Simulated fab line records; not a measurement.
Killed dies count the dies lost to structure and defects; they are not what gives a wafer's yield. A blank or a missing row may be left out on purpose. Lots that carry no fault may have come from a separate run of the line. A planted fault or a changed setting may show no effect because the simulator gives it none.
fab line records | flow n5-finfet
record lots=24 wafers=72 last-day=18
route steps=1938 shown BEOL_M11@1599 BEOL_M12@1642 BEOL_M13@1660
lots that met no fault: taken from a fault-free run of the same line
start-h: start of the lot's first displayed wafer, in hours after the record's first day | wait-h: time in hours since the lot's previous step | " unchanged from the row above | L1.1+2: a single row standing in for several wafers | - no value present, or no start provided | * or withheld: withheld | < > ~ a bound
route shown NAME@n: names a module that has steps shown in the file, with the first one's number in the route | usual: mean/standard deviation taken from wafers without a fault | same: alike in all rows | chamber/n: place in a boat | sites: readings site by site | _std_site: standard deviation across them | _edge_site: outer sites' mean less inner sites' | radius-mm: for every site, how far away it sits from the centre of the wafer | mask NAME#n: copy n | behind: the tool/chamber that last shaped the wafer | hold: why the lot went on hold/how many hours it stayed there/how the hold came to an end | device: the transistor (n, p or np) that didn't switch | end of line: the tests these same wafers got at the end of their route | step lacking rows: just its recipe | killed: dies that structure and defects cost at the first sort, which is not the same as the wafer's yield | map: dies across one wafer; x = killed, . = not, _ = none there
set.NAME: the setting the step ran with; set.NAME@STEP: the setting that earlier step ran with | model.NAME: the simulator's own value behind a step, which no gauge read
the route's steps for a sample of lots (tables are steps, rows are wafers)
services: from which hour (start-h, from the record's first day; less than 0 if before it) a tool's chamber was out of use, for how many hours, and why
## steps
# step N5_BEOL_M11_DEP_56
# recipe material=SiCN target-thk-a=300 temp-c=withheld precursor=3MS/NH3 pressure-torr=3 rf-w=675 time-s=10.5
# usual showerhead-plenum-p-Torr=4.164/0.013 throttle-valve-pct=18.0/1
# columns lot.wafer tool chamber start-h wait-h showerhead-plenum-p-Torr throttle-valve-pct
L076.1 pecvd-03 0 254.88 0.0 4.147 16.9
L076.3 " 2 " " 4.159 16.8
L076.6 " 2 " " 4.161 16.9
L077.1 pecvd-02 1 262.53 0.0 4.172 18.4
L077.3 " 0 " " 4.153 17.4
L077.6 " 1 " " 4.158 18.3
L075.2 pecvd-02 2 263.14 0.0 4.163 17.2
L075.4 " 0 " " 4.160 17.5
L075.6 " 1 " " 4.169 18.3
L079.3 pecvd-04 0 280.00 0.0 4.145 18.3
L079.4 " 0 " " 4.158 18.2
L079.6 " 2 " " 4.155 18.1
L078.3 pecvd-03 0 280.29 0.0 4.156 16.6
L078.4 " 2 " " 4.164 17.2
L078.5 " 1 " " 4.164 17.7
L080.1 pecvd-02 1 283.63 0.0 4.156 18.0
L080.3 " 0 " " 4.174 17.7
L080.6 " 1 " " 4.156 18.4
L081.2 pecvd-04 1 285.08 0.0 4.198 21.4
L081.3 " 0 " " 4.150 18.2
L081.5 " 2 " " 4.152 18.5
L074.1 pecvd-04 1 285.69 0.0 4.191 21.2
L074.5 " 2 " " 4.158 18.3
L074.6 " 1 " " 4.212 21.3
L082.1 pecvd-02 1 286.83 0.0 4.155 18.2
L082.2 " 2 " " 4.172 17.2
L082.4 " 0 " " 4.166 17.6
L084.1 pecvd-02 2 302.33 0.0 4.166 17.0
L084.2 " 1 " " 4.147 18.3
L084.6 " 2 " " 4.176 17.1
L083.1 pecvd-02 2 302.58 0.0 4.162 17.1
L083.2 " 0 " " 4.156 17.7
L083.4 " 0 " " 4.158 17.6
L085.2 pecvd-04 2 305.00 0.0 4.156 18.6
L085.3 " 1 " " 4.202 20.9
L085.6 " 1 " " 4.216 21.1
L086.1 pecvd-02 2 323.45 0.0 4.163 17.0
L086.3 " 0 " " 4.169 17.9
L086.6 " 1 " " 4.154 18.2
L087.1 pecvd-02 0 341.01 0.0 4.163 17.7
L087.3 " 2 " " 4.176 17.2
L087.6 " 2 " " 4.159 17.1
L088.2 pecvd-02 1 341.73 0.0 4.149 18.0
L088.3 " 0 " " 4.162 17.6
L088.5 " 0 " " 4.160 17.7
L089.2 pecvd-02 1 348.18 0.0 4.164 18.2
L089.3 " 2 " " 4.165 17.3
L089.4 " 1 " " 4.162 18.5
L091.3 pecvd-04 0 356.88 0.0 4.159 18.4
L091.5 " 0 " " 4.157 18.1
L091.6 " 2 " " 4.158 18.7
L090.1 pecvd-03 2 359.15 0.0 4.171 17.3
L090.4 " 2 " " 4.178 17.4
L090.5 " 0 " " 4.150 17.0
L092.3 pecvd-04 0 359.72 0.0 4.157 18.4
L092.4 " 2 " " 4.169 18.6
L092.6 " 0 " " 4.161 18.5
L093.1 pecvd-04 0 377.33 0.0 4.149 18.3
L093.2 " 2 " " 4.159 18.8
L093.4 " 0 " " 4.154 18.2
L094.1 pecvd-02 2 386.82 0.0 4.173 17.1
L094.2 " 1 " " 4.163 18.3
L094.5 " 0 " " 4.148 17.5
L095.2 pecvd-03 0 386.92 0.0 4.151 17.4
L095.3 " 2 " " 4.165 17.1
L095.4 " 1 " " 4.164 18.0
L096.2 pecvd-03 1 393.80 0.0 4.156 18.0
L096.3 " 0 " " 4.148 17.5
L096.4 " 2 " " 4.164 17.0
L097.2 pecvd-03 2 394.21 0.0 4.175 17.5
L097.4 " 1 " " 4.178 18.0
L097.5 " 0 " " 4.152 17.4
# step N5_BEOL_M11_INSPECT_58
# recipe inspect-instrument=darkfield mode=post-dep
# usual raw-defect-count=75/26
# columns lot.wafer tool chamber start-h wait-h raw-defect-count
L076.1 defect-inspect-02 - 254.97 0.0 47
L076.3 " - " " 59
L076.6 " - " " 76
L077.1 defect-inspect-02 - 262.61 0.0 101
L077.3 " - " " 130
L077.6 " - " " 105
L075.2 defect-inspect-01 - 263.23 0.0 139
L075.4 " - " " 68
L075.6 " - " " 85
L079.3 defect-inspect-02 - 280.09 0.0 71
L079.4 " - " " 50
L079.6 " - " " 95
L078.3 defect-inspect-01 - 280.38 0.0 56
L078.4 " - " " 64
L078.5 " - " " 66
L080.1 defect-inspect-02 - 283.73 0.0 79
L080.3 " - " " 90
L080.6 " - " " 66
L081.2 defect-inspect-02 - 285.17 0.0 50
L081.3 " - " " 94
L081.5 " - " " 83
L074.1 defect-inspect-01 - 285.78 0.0 84
L074.5 " - " " 81
L074.6 " - " " 91
L082.1 defect-inspect-02 - 286.92 0.0 62
L082.2 " - " " 70
L082.4 " - " " 131
L084.1 defect-inspect-01 - 302.42 0.0 44
L084.2 " - " " 33
L084.6 " - " " 56
L083.1 defect-inspect-01 - 302.66 0.0 61
L083.2 " - " " 73
L083.4 " - " " 69
L085.2 defect-inspect-02 - 305.09 0.0 113
L085.3 " - " " 111
L085.6 " - " " 136
L086.1 defect-inspect-01 - 323.54 0.0 88
L086.3 " - " " 63
L086.6 " - " " 60
L087.1 defect-inspect-02 - 341.11 0.0 51
L087.3 " - " " 63
L087.6 " - " " 83
L088.2 defect-inspect-02 - 341.82 0.0 90
L088.3 " - " " 80
L088.5 " - " " 78
L089.2 defect-inspect-01 - 348.27 0.0 72
L089.3 " - " " 95
L089.4 " - " " 62
L091.3 defect-inspect-01 - 356.97 0.0 62
L091.5 " - " " 66
L091.6 " - " " 73
L090.1 defect-inspect-02 - 359.24 0.0 88
L090.4 " - " " 62
L090.5 " - " " 75
L092.3 defect-inspect-02 - 359.81 0.0 27
L092.4 " - " " 24
L092.6 " - " " 27
L093.1 defect-inspect-01 - 377.41 0.0 40
L093.2 " - " " 62
L093.4 " - " " 53
L094.1 defect-inspect-01 - 386.91 0.0 73
L094.2 " - " " 72
L094.5 " - " " 83
L095.2 defect-inspect-02 - 387.01 0.0 92
L095.3 " - " " 118
L095.4 " - " " 148
L096.2 defect-inspect-02 - 393.89 0.0 75
L096.3 " - " " 51
L096.4 " - " " 97
L097.2 defect-inspect-01 - 394.30 0.0 65
L097.4 " - " " 57
L097.5 " - " " 63
# step N5_BEOL_M12_STRIP_37
# recipe chemistry=N2/H2 power-w=1000 temp-c=250 h2-frac=0.65 overash-fraction=0.3 pressure-mtorr=withheld n2-flow-sccm=1750 h2-flow-sccm=3250
# usual drypump-motor-current-A=5.8/0.4 heater-power-w=354/45 oes-product-au=0.788/0.0097
# columns lot.wafer tool chamber start-h wait-h drypump-motor-current-A heater-power-w oes-product-au rf-hours-counter-h
L076.1 plasma-asher-01 0 257.42 0.0 5.7 291 0.798 122
L076.3 " 0 " " 5.7 289 0.783 -
L076.6 " 0 " " 5.7 288 0.783 -
L077.1 plasma-asher-01 0 264.64 0.0 5.7 289 0.779 125
L077.3 " 1 " " 6.0 339 0.778 -
L077.6 " 0 " " 5.7 290 0.783 -
L075.2 plasma-asher-02 1 265.26 0.0 5.2 394 0.788 77
L075.4 " 0 " " 6.3 402 0.790 -
L075.6 " 1 " " 5.2 396 0.800 -
L079.3 plasma-asher-02 1 282.72 0.1 5.2 396 0.779 -
L079.4 " 0 " " 6.3 403 0.784 -
L079.6 " 0 " " 6.3 400 0.783 -
L078.3 plasma-asher-01 0 282.84 0.1 5.7 294 0.806 -
L078.4 " 1 " " 6.0 336 0.783 -
L078.5 " 1 " " 6.0 350 0.785 -
L080.1 plasma-asher-01 0 286.32 0.0 5.7 288 0.777 128
L080.3 " 1 " " 5.9 340 0.787 -
L080.6 " 1 " " 6.0 346 0.782 -
L081.2 plasma-asher-02 0 287.57 0.0 6.3 393 0.784 81
L081.3 " 0 " " 6.3 394 0.783 -
L081.5 " 0 " " 6.3 409 0.771 -
L074.1 plasma-asher-01 0 288.29 0.0 5.7 287 0.792 129
L074.5 " 0 " " 5.7 296 0.768 -
L074.6 " 1 " " 6.0 353 0.772 -
L082.1 plasma-asher-01 0 289.71 0.0 5.7 292 0.789 129
L082.2 " 1 " " 6.0 329 0.763 129
L082.4 " 0 " " 5.7 299 0.795 -
L084.1 plasma-asher-01 1 304.57 0.0 6.0 342 0.792 133
L084.2 " 0 " " 5.7 296 0.793 133
L084.6 " 0 " " 5.7 290 0.797 -
L083.1 plasma-asher-01 0 305.34 0.0 5.7 287 0.825 133
L083.2 " 1 " " 6.0 338 0.772 133
L083.4 " 0 " " 5.7 287 0.779 -
L085.2 plasma-asher-02 1 307.45 0.0 5.2 390 0.784 86
L085.3 " 1 " " 5.2 389 0.791 -
L085.6 " 1 " " 5.2 397 0.794 -
L086.1 plasma-asher-01 1 325.65 0.0 6.0 343 0.788 136
L086.3 " 0 " " 5.7 294 0.786 -
L086.6 " 1 " " 6.0 339 0.785 -
L087.1 plasma-asher-01 1 343.14 0.0 6.0 342 0.791 141
L087.3 " 0 " " 5.7 292 0.796 -
L087.6 " 1 " " 6.0 346 0.787 -
L088.2 plasma-asher-02 1 344.09 0.0 5.2 399 0.774 91
L088.3 " 0 " " 6.3 411 0.787 -
L088.5 " 0 " " 6.3 411 0.782 -
L089.2 plasma-asher-02 0 350.48 0.0 6.3 405 0.787 93
L089.3 " 1 " " 5.2 388 0.779 -
L089.4 " 0 " " 6.3 401 0.778 -
L091.3 plasma-asher-02 0 359.40 0.1 6.3 409 0.784 -
L091.5 " 1 " " 5.2 395 0.775 -
L091.6 " 0 " " 6.3 403 0.782 -
L090.1 plasma-asher-02 0 361.39 0.0 6.3 397 0.792 95
L090.4 " 1 " " 5.2 401 0.790 -
L090.5 " 0 " " 6.3 400 0.776 -
L092.3 plasma-asher-01 1 361.97 0.1 6.0 344 0.799 -
L092.4 " 0 " " 5.7 292 0.802 -
L092.6 " 0 " " 5.7 291 0.797 -
L093.1 plasma-asher-01 0 379.57 0.0 5.7 299 0.794 148
L093.2 " 1 " " 6.0 341 0.792 148
L093.4 " 1 " " 6.0 333 0.796 -
L094.1 plasma-asher-02 1 389.51 0.0 5.2 395 0.793 101
L094.2 " 0 " " 6.3 397 0.801 101
L094.5 " 1 " " 5.2 388 0.816 -
L095.2 plasma-asher-02 1 389.72 0.0 5.2 386 0.772 101
L095.3 " 0 " " 6.3 398 0.787 -
L095.4 " 1 " " 5.2 393 0.802 -
L096.2 plasma-asher-02 1 395.94 0.0 5.2 397 0.797 103
L096.3 " 1 " " 5.2 396 0.785 -
L096.4 " 0 " " 6.4 404 0.795 -
L097.2 plasma-asher-01 0 396.43 0.0 5.7 297 0.782 151
L097.4 " 1 " " 6.0 341 0.788 -
L097.5 " 1 " " 6.0 347 0.790 -
# step N5_BEOL_M13_THK_MEAS_01
# recipe reads=SiOC_of_BEOL_M13_ILD_DEP_00
# usual M13_ILD_THK=841/11
# columns lot.wafer tool chamber start-h wait-h M13_ILD_THK[nm]
L076.1 film-metro-01 - 260.24 0.2 828
L076.3 " - " " 834
L076.6 " - " " 839
L077.1 film-metro-01 - 268.04 0.1 840
L077.3 " - " " 841
L077.6 " - " " 853
L075.2 film-metro-02 - 268.44 0.1 832
L075.4 " - " " 833
L075.6 " - " " 849
L079.3 film-metro-02 - 286.96 0.1 832
L079.4 " - " " 841
L079.6 " - " " 834
L078.3 film-metro-01 - 287.61 0.1 831
L078.4 " - " " 844
L078.5 " - " " 848
L080.1 film-metro-02 - 290.87 0.1 847
L080.3 " - " " 828
L080.6 " - " " 848
L081.2 film-metro-02 - 291.21 0.1 839
L081.3 " - " " 820
L081.5 " - " " 852
L074.1 film-metro-01 - 298.95 0.1 815
L074.5 " - " " 844
L074.6 " - " " 847
L082.1 film-metro-02 - 300.19 0.2 829
L082.2 " - " " 839
L082.4 " - " " 846
L084.1 film-metro-02 - 308.81 0.1 849
L084.2 " - " " 841
L084.6 " - " " 853
L083.1 film-metro-01 - 308.97 0.1 829
L083.2 " - " " 824
L083.4 " - " " 845
L085.2 film-metro-01 - 309.99 0.1 830
L085.3 " - " " 839
L085.6 " - " " 851
L086.1 film-metro-02 - 328.02 0.1 817
L086.3 " - " " 835
L086.6 " - " " 842
L087.1 film-metro-02 - 347.63 0.1 841
L087.3 " - " " 834
L087.6 " - " " 861
L088.2 film-metro-01 - 347.86 0.1 844
L088.3 " - " " 826
L088.5 " - " " 863
L089.2 film-metro-01 - 354.27 0.1 840
L089.3 " - " " 833
L089.4 " - " " 851
L091.3 film-metro-01 - 364.39 0.1 838
L091.5 " - " " 846
L091.6 " - " " 862
L090.1 film-metro-02 - 364.73 0.1 838
L090.4 " - " " 838
L090.5 " - " " 859
L092.3 film-metro-02 - 368.19 0.1 841
L092.4 " - " " 843
L092.6 " - " " 850
L093.1 film-metro-02 - 381.61 0.1 855
L093.2 " - " " 845
L093.4 " - " " 838
L094.1 film-metro-01 - 393.53 0.1 836
L094.2 " - " " 837
L094.5 " - " " 831
L095.2 film-metro-01 - 393.81 0.1 830
L095.3 " - " " 824
L095.4 " - " " 840
L096.2 film-metro-02 - 398.23 0.1 822
L096.3 " - " " 837
L096.4 " - " " 846
L097.2 film-metro-01 - 398.65 0.1 840
L097.4 " - " " 843
L097.5 " - " " 834
# step N5_BEOL_M13_STRIP_64
# recipe chemistry=N2/H2 power-w=1000 temp-c=250 h2-frac=0.65 overash-fraction=0.3 pressure-mtorr=withheld n2-flow-sccm=1750 h2-flow-sccm=3250
# usual drypump-motor-current-A=5.8/0.47 heater-power-w=370/42 oes-product-au=0.714/0.0043 strip-time-to-endpoint-s=31.33/0.074
# columns lot.wafer tool chamber start-h wait-h drypump-motor-current-A heater-power-w oes-product-au rf-hours-counter-h strip-time-to-endpoint-s
L076.1 plasma-asher-02 1 261.25 0.0 5.2 391 0.719 76 31.41
L076.3 " 0 " " 6.3 396 0.721 - 31.38
L076.6 " 1 " " 5.2 392 0.716 - 31.36
L077.1 plasma-asher-02 0 268.94 0.0 6.3 402 0.720 78 31.27
L077.3 " 1 " " 5.2 397 0.716 - 31.18
L077.6 " 1 " " 5.2 395 0.711 - 31.21
L075.2 plasma-asher-01 1 269.34 0.0 6.0 352 0.704 126 31.29
L075.4 " 0 " " 5.7 288 0.718 - 31.20
L075.6 " 0 " " 5.7 290 0.713 - 31.24
L079.3 plasma-asher-01 1 287.78 0.0 6.0 345 0.706 - 31.22
L079.4 " 0 " " 5.7 295 0.714 - 31.20
L079.6 " 1 " " 6.0 334 0.714 - 31.23
L078.3 plasma-asher-02 0 288.40 0.0 6.3 404 0.715 - 31.28
L078.4 " 1 " " 5.2 395 0.714 - 31.22
L078.5 " 1 " " 5.2 396 0.717 - 31.26
L080.1 plasma-asher-02 0 291.77 0.0 6.3 398 0.708 82 31.52
L080.3 " 0 " " 6.3 407 0.713 - 31.53
L080.6 " 0 " " 6.3 401 0.719 - 31.50
L081.2 plasma-asher-02 0 291.98 0.0 6.3 395 0.721 82 31.33
L081.3 " 0 " " 6.3 413 0.715 - 31.31
L081.5 " 1 " " 5.2 391 0.711 - 31.25
L074.1 plasma-asher-02 1 299.88 0.0 5.2 383 0.719 83 31.36
L074.5 " 0 " " 6.3 407 0.716 - 31.43
L074.6 " 1 " " 5.2 396 0.715 - 31.42
L082.1 plasma-asher-01 0 300.97 0.0 5.7 298 0.714 132 31.26
L082.2 " 1 " " 6.0 346 0.718 132 31.23
L082.4 " 0 " " 5.7 293 0.712 - 31.26
L084.1 plasma-asher-02 1 309.58 0.0 5.2 398 0.717 86 31.32
L084.2 " 0 " " 6.3 403 0.714 86 31.25
L084.6 " 0 " " 6.3 392 0.713 - 31.33
L083.1 plasma-asher-01 0 309.76 0.0 5.7 286 0.718 134 31.36
L083.2 " 1 " " 6.0 340 0.716 134 31.38
L083.4 " 0 " " 5.7 289 0.712 - 31.36
L085.2 plasma-asher-02 1 312.03 0.0 5.2 394 0.715 86 31.34
L085.3 " 1 " " 5.2 400 0.717 - 31.29
L085.6 " 0 " " 6.3 404 0.716 - 31.29
L086.1 plasma-asher-02 0 328.80 0.0 6.3 398 0.709 88 31.40
L086.3 " 1 " " 5.2 388 0.713 - 31.37
L086.6 " 0 " " 6.4 403 0.715 - 31.28
L087.1 plasma-asher-02 1 348.53 0.0 5.2 394 0.712 92 31.49
L087.3 " 1 " " 5.2 387 0.713 - 31.31
L087.6 " 1 " " 5.2 395 0.716 - 31.41
L088.2 plasma-asher-01 1 348.90 0.0 6.0 330 0.716 142 31.31
L088.3 " 1 " " 6.0 347 0.711 - 31.25
L088.5 " 1 " " 6.0 343 0.710 - 31.19
L089.2 plasma-asher-02 0 355.48 0.0 6.3 393 0.711 94 31.41
L089.3 " 0 " " 6.3 392 0.703 - 31.33
L089.4 " 1 " " 5.2 394 0.719 - 31.31
L091.3 plasma-asher-02 1 365.18 0.0 5.2 405 0.713 - 31.37
L091.5 " 1 " " 5.2 377 0.718 - 31.38
L091.6 " 0 " " 6.4 392 0.711 - 31.35
L090.1 plasma-asher-01 0 366.11 0.0 5.7 292 0.717 146 31.35
L090.4 " 0 " " 5.7 285 0.722 - 31.34
L090.5 " 0 " " 5.7 292 0.716 - 31.29
L092.3 plasma-asher-02 0 369.11 0.0 6.3 409 0.717 - 31.42
L092.4 " 1 " " 5.2 393 0.720 - 31.28
L092.6 " 0 " " 6.3 388 0.714 - 31.33
L093.1 plasma-asher-01 0 382.38 0.0 5.7 285 0.712 149 31.31
L093.2 " 1 " " 6.0 337 0.715 149 31.26
L093.4 " 1 " " 6.0 345 0.707 - 31.25
L094.1 plasma-asher-02 1 394.44 0.0 5.2 390 0.719 102 31.28
L094.2 " 0 " " 6.3 404 0.716 102 31.26
L094.5 " 0 " " 6.3 390 0.712 - 31.26
L095.2 plasma-asher-02 1 394.70 0.0 5.2 393 0.712 102 31.29
L095.3 " 0 " " 6.3 406 0.718 - 31.42
L095.4 " 1 " " 5.2 401 0.717 - 31.33
L096.2 plasma-asher-01 1 399.01 0.0 6.0 337 0.716 151 31.33
L096.3 " 0 " " 5.7 285 0.714 - 31.44
L096.4 " 1 " " 6.0 340 0.718 - 31.37
L097.2 plasma-asher-02 0 399.54 0.0 6.3 398 0.714 103 31.38
L097.4 " 1 " " 5.2 397 0.715 - 31.36
L097.5 " 0 " " 6.3 408 0.718 - 31.38
# step N5_BEOL_M13_OVL_MEAS_29
# recipe points-per-wafer=44
# usual M13_OVL=-1/5.5
# columns lot.wafer tool chamber start-h wait-h M13_OVL[nm]
L076.1 overlay-02 0 261.76 0.0 4
L076.3 " 0 " " 5
L076.6 " 0 " " -2
L077.1 overlay-02 0 269.57 0.0 7
L077.3 " 0 " " 7
L077.6 " 0 " " 2
L075.2 overlay-01 0 269.97 0.0 -1
L075.4 " 0 " " -6
L075.6 " 0 " " -9
L079.3 overlay-01 0 288.42 0.0 2
L079.4 " 0 " " 8
L079.6 " 0 " " 5
L078.3 overlay-02 0 288.89 0.0 3
L078.4 " 0 " " 6
L078.5 " 0 " " 2
L080.1 overlay-02 0 292.28 0.0 -11
L080.3 " 0 " " -8
L080.6 " 0 " " -6
L081.2 overlay-01 0 292.64 0.0 -1
L081.3 " 0 " " -9
L081.5 " 0 " " -11
L074.1 overlay-02 0 300.55 0.0 14
L074.5 " 0 " " 4
L074.6 " 0 " " 2
L082.1 overlay-01 0 301.60 0.0 5
L082.2 " 0 " " 3
L082.4 " 0 " " -3
L084.1 overlay-01 0 310.09 0.0 -3
L084.2 " 0 " " -11
L084.6 " 0 " " -11
L083.1 overlay-02 0 310.27 0.0 0
L083.2 " 0 " " -1
L083.4 " 0 " " -2
L085.2 overlay-02 0 312.54 0.0 -5
L085.3 " 0 " " -8
L085.6 " 0 " " -5
L086.1 overlay-01 0 329.30 0.0 -1
L086.3 " 0 " " 0
L086.6 " 0 " " 5
L087.1 overlay-02 0 349.04 0.0 2
L087.3 " 0 " " -10
L087.6 " 0 " " -1
L088.2 overlay-02 0 349.53 0.0 8
L088.3 " 0 " " 8
L088.5 " 0 " " 8
L089.2 overlay-02 0 355.98 0.0 -1
L089.3 " 0 " " -1
L089.4 " 0 " " 8
L091.3 overlay-02 0 365.79 0.0 -4
L091.5 " 0 " " -7
L091.6 " 0 " " -10
L090.1 overlay-01 0 366.74 0.0 5
L090.4 " 0 " " 4
L090.5 " 0 " " 1
L092.3 overlay-01 0 369.59 0.0 -1
L092.4 " 0 " " 6
L092.6 " 0 " " -3
L093.1 overlay-02 0 382.89 0.0 -1
L093.2 " 0 " " 1
L093.4 " 0 " " -14
L094.1 overlay-01 0 394.94 0.0 1
L094.2 " 0 " " 0
L094.5 " 0 " " 3
L095.2 overlay-01 0 395.33 0.0 -3
L095.3 " 0 " " -6
L095.4 " 0 " " -5
L096.2 overlay-02 0 399.51 0.0 -3
L096.3 " 0 " " -1
L096.4 " 0 " " -3
L097.2 overlay-02 0 400.17 0.0 -2
L097.4 " 0 " " 3
L097.5 " 0 " " -4
## services
# columns tool chamber start-h hours kind
pecvd-02 1 238.05 21.2 repair
pecvd-02 - 260.45 0.9 repair
pecvd-03 2 264.54 2.1 scheduled-down
pecvd-03 0 271.69 5.5 scheduled-down
pecvd-02 0 289.71 5.5 scheduled-down
pecvd-04 1 295.10 2.1 scheduled-down
pecvd-02 1 295.17 5.0 scheduled-down
pecvd-03 2 305.46 5.5 scheduled-down
pecvd-02 0 317.96 2.1 scheduled-down
pecvd-04 0 342.55 3.9 repair
pecvd-04 0 351.59 2.1 scheduled-down
pecvd-04 1 355.05 5.5 scheduled-down
pecvd-04 1 383.62 - clean
pecvd-04 1 383.62 - consumable-replace:showerhead
pecvd-04 1 383.62 29.0 scheduled-down
pecvd-04 1 383.62 29.0 vent-cycle
plasma-asher-01 - 386.02 5.7 pm
## key
fault none
